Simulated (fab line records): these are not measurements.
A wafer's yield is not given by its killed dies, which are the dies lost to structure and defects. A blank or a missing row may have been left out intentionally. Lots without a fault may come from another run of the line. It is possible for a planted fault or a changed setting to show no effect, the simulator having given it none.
Struck lot and sound lot, side by side || flow n5Finfet || 40 steps out of a route of 1938
Sound: these wafers, L953.1, L953.4, L953.5. Struck: wafer L938.6 (left out: L938.3, a lot-mate that was not struck); the cause follows at the end.
Each step with rows lists, per side, the tool, then ch with its chambers, then its first start. Under that, the readings that differ: sound wafers || struck wafers || difference of the means || sigmas: that difference in standard deviations of wafers without a fault.
alike: words and numbers the same on both sides, and readings whose means are apart by under 2 such deviations; not compared: readings that were withheld, readings missing a value for some wafer, numbers with overlapping values and no deviation given by the record, and bounds like >300 which may hide the same value.
Wherever a step has rows on one side only, a row that says differs or no value, or a row with sigmas, the two part there. Numbers that have no deviation but don't overlap get no sigmas and don't part them. A reading missing from all wafers of one side parts the sides only when that side holds two or more wafers.

first, 11 steps without rows for these wafers: N5_STI_FIN_REVEAL_ALD_14 (deposits Si3N4, target thk 3 nm); N5_STI_FIN_REVEAL_FCVD_FILL_01 (material SiO2 flowable, target thk 312 nm, time 512.2 s); N5_STI_FIN_REVEAL_DENSIFY_02 (time 1800 s); N5_STI_FIN_REVEAL_CMP_04 (polishes, stops on Si3N4, t overpolish 4 s, target thk 131.83 nm); N5_STI_FIN_REVEAL_DENSIFY_30; N5_STI_FIN_REVEAL_ETCHBACK_08 (etches SiO2 in C4F6/O2, target depth 30.5 nm, time 10.167 s); N5_STI_FIN_REVEAL_STRIP_24 (strips in N2/H2, time 90 s); N5_STI_FIN_REVEAL_PRECLEAN_25 (cleans in SPM, time 90 s); N5_STI_FIN_REVEAL_PRECLEAN_26 (cleans in SC1, time 45 s); N5_STI_FIN_REVEAL_PRECLEAN_29 (cleans in DHF, time 30 s); N5_STI_FIN_REVEAL_SRD_12 (time 30 s).
N5_STI_FIN_REVEAL_RECESS_09: chemistry HF/NH3, target SiO2, afs cycles 11, target depth 42.5 nm, sublimation time 60 s.
  sound on vaporEtch-01 ch 0,1, day 7 17:12; struck on vaporEtch-01 ch 0, day 3 22:49
  alike: drypumpMotorCurrentA
then, 10 steps without rows for these wafers: N5_STI_FIN_REVEAL_STRIP_16 (strips SiNx in H3PO4, target depth 23.8 nm); N5_STI_FIN_REVEAL_PRECLEAN_17 (cleans in NF3:NH3, afs cycles 1, time 20 s, sublimation time 60 s); N5_STI_FIN_REVEAL_ETCH_34 (etches Si in H2, material Si, target depth 0.97 nm); N5_STI_FIN_REVEAL_OXIDATION_31 (chemistry O2 PLASMA REMOTE, time 20 s); N5_STI_FIN_REVEAL_PRECLEAN_32 (cleans in NF3:NH3, afs cycles 1, time 20 s, sublimation time 60 s); N5_STI_FIN_REVEAL_STRIP_35 (strips Si3N4 in H3PO4, target depth 4 nm, time 39 s); N5_STI_FIN_REVEAL_SRD_21 (time 30 s); N5_STI_FIN_REVEAL_OXIDATION_33 (chemistry O2 PLASMA REMOTE, time 20 s); N5_STI_FIN_REVEAL_CLEAN_19 (cleans in O3/DIW, time 120 s); N5_STI_FIN_REVEAL_SRD_23 (time 30 s).
N5_STI_FIN_REVEAL_FIN_H_MEAS_10:
  sound on ocd-02 at day 7 19:55; struck on ocd-02 at day 4 01:00
{"reading": "trenchDepthNm (nm)", "sound": "51.9 52.8 51.6", "struck": 49.3, "difference": -2.8, "sigmas": -4}
then, 15 steps without rows for these wafers: N5_STI_FIN_REVEAL_PRECLEAN_18 (cleans in SC2, time 45 s); N5_STI_FIN_REVEAL_SRD_28 (time 30 s); N5_DUMMY_GATE_PRECLEAN_00 (cleans in O3/DIW, time 60 s); N5_DUMMY_GATE_SRD_01 (time 30 s); N5_DUMMY_GATE_ALD_02 (deposits SiO2, target thk 2 nm, pulse time 1 s); N5_DUMMY_GATE_CVD_03 (deposits a-Si from SiH4, target thk 150 nm, time 8042 s); N5_DUMMY_GATE_PRECLEAN_46 (cleans in DIW, time 89.5 s); N5_DUMMY_GATE_SRD_47 (dry time 32 s); N5_DUMMY_GATE_CMP_04 (polishes a-Si); N5_DUMMY_GATE_HM_DEP_06 (deposits SiNx from DCS/NH3, target thk 80 nm, time 5141 s); N5_DUMMY_GATE_PECVD_30 (deposits SiO2 from TEOS/O2, target thk 55 nm, time 10.8 s); N5_DUMMY_GATE_COAT_34 (time 60 s, resist thk 60 nm); N5_DUMMY_GATE_COAT_35 (time 60 s, resist thk 10 nm); N5_DUMMY_GATE_COAT_28 (time 60 s, resist thk 10 nm); N5_DUMMY_GATE_COAT_09 (resist thk 30 nm).
-- the record jumps here: 7 days lie between the struck wafers' starts before and after (it left off in module DUMMY_GATE and takes up again in module BEOL_M4, whose first step shown is number 1111 of the route) --
N5_BEOL_M4_RC_MEAS_101:
  sound on prober-02 ch 0, day 14 13:49; struck on prober-01 ch 0, day 11 01:32
{"reading": "DIBL_N (mV/V)", "sound": "39.4 37.2 36.8", "struck": 42.1, "difference": "+4.3", "sigmas": "+2"}
{"reading": "DIBL_P (mV/V)", "sound": "40.4 36.9 36.4", "struck": 43.8, "difference": "+5.9", "sigmas": "+3"}
{"reading": "IOFF_N (nA/um)", "sound": "0.24 0.18 0.17", "struck": 0.28, "difference": "+0.08", "sigmas": "+3"}
{"reading": "IOFF_N_85C (nA/um)", "sound": "4.4 3.5 3.4", "struck": 5.0, "difference": "+1.2", "sigmas": "+2"}
{"reading": "IOFF_P (nA/um)", "sound": "0.31 0.23 0.22", "struck": 0.36, "difference": "+0.11", "sigmas": "+3"}
{"reading": "IOFF_P_85C (nA/um)", "sound": "5.1 3.9 3.8", "struck": 5.8, "difference": "+1.5", "sigmas": "+3"}
{"reading": "ION_N (uA/um)", "sound": "692 681 673", "struck": 648, "difference": -34, "sigmas": -3}
{"reading": "ION_P (uA/um)", "sound": "473 465 456", "struck": 439, "difference": -26, "sigmas": -4}
{"reading": "SS_N (mV/dec)", "sound": "73.1 72.0 72.0", "struck": 74.3, "difference": "+1.9", "sigmas": "+3"}
{"reading": "SS_P (mV/dec)", "sound": "74.7 73.5 73.3", "struck": 76.8, "difference": "+3.0", "sigmas": "+5"}
  alike: VT_N, VT_P
-- record jumps: 4 days separate the struck wafers' starts on either side; left off in module BEOL_M4, taken up again in module PASSIVATION, whose first shown step is the route's number 1936 --
N5_PASSIVATION_PROBE_49:
  rows exist in the record for the struck wafers here (prober-02, day 15 11:50), but not for the sound ones

## WHERE THEY PART
Earliest at N5_STI_FIN_REVEAL_FIN_H_MEAS_10; latest, in this record, at N5_PASSIVATION_PROBE_49.

WHY: what had been put in by the simulator
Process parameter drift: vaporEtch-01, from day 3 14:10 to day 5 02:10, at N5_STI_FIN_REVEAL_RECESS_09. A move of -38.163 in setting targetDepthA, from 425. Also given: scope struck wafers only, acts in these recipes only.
